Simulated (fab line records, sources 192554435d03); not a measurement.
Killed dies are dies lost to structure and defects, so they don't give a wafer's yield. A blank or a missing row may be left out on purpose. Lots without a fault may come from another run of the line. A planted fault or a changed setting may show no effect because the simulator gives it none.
Chamber matching | flow n5_finfet | N5_BEOL_M9_ETCH_76 on rie_diel-03: 4 sister chambers
The step etches underlayer in N2/H2, target depth 6.5 nm, time 5.2 s. 8 wafers are shown with their chamber, then 9 later ones without.

WAFERS WITH THEIR CHAMBER
wafer  | chamber | showerhead_plenum_p_Torr (Torr) | drypump_motor_current_A (A)
L075.6 | 3       | 2.43                            | 5.7
L088.1 | 3       | 2.42                            | 5.7
L087.3 | 2       | 2.62                            | 5.2
L087.5 | 0       | 2.34                            | 5.7
L087.6 | 1       | 2.52                            | 5.6
L091.1 | 0       | 2.34                            | 5.7
L091.3 | 1       | 2.52                            | 5.6
L091.4 | 2       | 2.62                            | 5.1

WAFERS WITHOUT THEIR CHAMBER
wafer  | showerhead_plenum_p_Torr (Torr) | drypump_motor_current_A (A)
L092.1 | 2.62                            | 5.2
L092.3 | 2.42                            | 5.7
L092.6 | 2.42                            | 5.7
L094.2 | 2.51                            | 5.6
L094.3 | 2.42                            | 5.7
L094.6 | 2.42                            | 5.7
L097.1 | 2.61                            | 5.2
L097.2 | 2.33                            | 5.7
L097.5 | 2.61                            | 5.2

WHICH CHAMBER EACH WENT THROUGH
wafer  | from the rows above | in truth
L092.1 | 2                   | 2
L092.3 | 3                   | 3
L092.6 | 3                   | 3
L094.2 | 1                   | 1
L094.3 | 3                   | 3
L094.6 | 3                   | 3
L097.1 | 2                   | 2
L097.2 | 0                   | 0
L097.5 | 2                   | 2
Placed correctly: 9 of 9. Can't be placed from these rows: 0. Placed wrongly: 0.
How it was worked out, from the rows above alone: a wafer's distance from a chamber is the root of the sum, over the readings, of the square of ((its reading less the chamber's mean) divided by the reading's scatter). The wafer belongs to the nearest chamber; if the next one is less than 2 further off, it can't be placed. A chamber's mean is the mean of its shown wafers. The scatter: the root of (the sum of the squares of (reading less its chamber's mean) over the shown wafers, divided by (wafers less chambers)).
